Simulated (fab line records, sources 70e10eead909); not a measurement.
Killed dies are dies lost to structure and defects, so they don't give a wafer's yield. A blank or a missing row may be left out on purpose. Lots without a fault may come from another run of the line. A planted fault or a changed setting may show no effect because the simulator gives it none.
A struck lot beside a sound one | flow nand_harc | 18 steps out of a route of 1159
Sound: wafers L391.1, L391.2, L391.5. Struck: wafers L395.1, L395.3, L395.6. The cause comes at the end.
At each step with rows: each side's tool, then ch and its chambers, then its first start. Under that, the readings that differ: sound wafers | struck wafers | difference of the means | sigmas: that difference in standard deviations of wafers without a fault.
alike: readings whose means differ by less than 2 such deviations, and words and numbers that are the same on both sides. not compared: withheld readings, readings that some wafer has no value for, bounds like >300 that may hide the same value, and numbers for which the record gives no deviation and whose values overlap.
The two part at a step that has a row with sigmas, a row that says differs or no value, or rows on one side only. Numbers that don't overlap but have no deviation are shown without sigmas and don't part them. A reading that every wafer of one side lacks parts them only if that side has two wafers or more.

NHARC_P_GATE_CD_MEAS_46: target cd 720 nm.
  sound on cd_sem-03 ch 0, day 5 08:40; struck on cd_sem-02 ch 0, day 6 06:02
  alike: cd_nm
then, 1 step without rows for these wafers: NHARC_P_GATE_HARDBAKE_47 (time 80 s).
NHARC_P_GATE_DESCUM_48: chemistry O2, time 3 s.
  sound on rie_diel-01 ch 1,2,3, day 5 08:57; struck on rie_diel-13 ch 0,1, day 6 06:12
  alike: chamber_pressure_mTorr, drypump_motor_current_A, oes_product_au, rf_vpp_V, showerhead_plenum_p_Torr, throttle_valve_pct
  not compared: rf_hours_counter_h
then, 1 step without rows for these wafers: NHARC_P_GATE_IMPLANT_49.
NHARC_P_GATE_STRIP_111: strips in N2/H2, time 250 s.
  sound on plasma_asher-02 ch 0,1, day 5 09:28; struck on plasma_asher-02 ch 1, day 6 06:41
  alike: drypump_motor_current_A, heater_power_w, rf_refl_power_W
  not compared: rf_hours_counter_h
NHARC_P_GATE_STRIP_75: strips in O2.
  sound on plasma_asher-02 ch 0,1, day 5 09:46; struck on plasma_asher-02 ch 1, day 6 06:57
  alike: drypump_motor_current_A, heater_power_w, rf_refl_power_W
  not compared: rf_hours_counter_h
then, 6 steps without rows for these wafers: NHARC_P_GATE_STRIP_50 (strips in SPM, time 900 s); NHARC_P_GATE_DEHYDRATE_51 (time 120 s); NHARC_P_GATE_HMDS_52 (time 30 s); NHARC_P_GATE_COAT_53; NHARC_P_GATE_SOFTBAKE_54 (time 95 s); NHARC_P_GATE_EBR_55.
NHARC_P_GATE_EXPOSE_56: exposes mask P PSD, target cd 720 nm.
  sound on krf_scanner-02 ch 0, day 5 10:25; struck on krf_scanner-02 ch 0, day 6 07:36
  reading | sound                   | struck                  | difference | sigmas
  mask    | P_PSD#0 P_PSD#0 P_PSD#0 | P_HVN#0 P_HVN#0 P_HVN#0 | differs    |
  alike: focus_offset_nm
then, 2 steps without rows for these wafers: NHARC_P_GATE_PEB_57 (peb time 85 s); NHARC_P_GATE_DEVELOP_58 (time 70 s).
NHARC_P_GATE_CD_MEAS_59: target cd 720 nm.
  sound on cd_sem-03 ch 0, day 5 10:34; struck on cd_sem-01 ch 0, day 6 07:46
  reading    | sound             | struck | difference                    | sigmas
  cd_nm (nm) | 716.4 722.0 718.3 | - - -  | no value on the struck wafers |
then, 1 step without rows for these wafers: NHARC_P_GATE_HARDBAKE_60 (time 80 s).
-- the record jumps here: 14 days lie between the struck wafers' starts before and after (it left off in module P_GATE and takes up again in module END, whose first step shown is number 1159 of the route) --
NHARC_END_SORT_01:
  the record has rows for the struck wafers here (prober-02 ch 0, day 20 08:53) and none for the sound ones

WHERE THEY PART
First at NHARC_P_GATE_EXPOSE_56; last, within this record, at NHARC_END_SORT_01.

WHY: what the simulator had put in
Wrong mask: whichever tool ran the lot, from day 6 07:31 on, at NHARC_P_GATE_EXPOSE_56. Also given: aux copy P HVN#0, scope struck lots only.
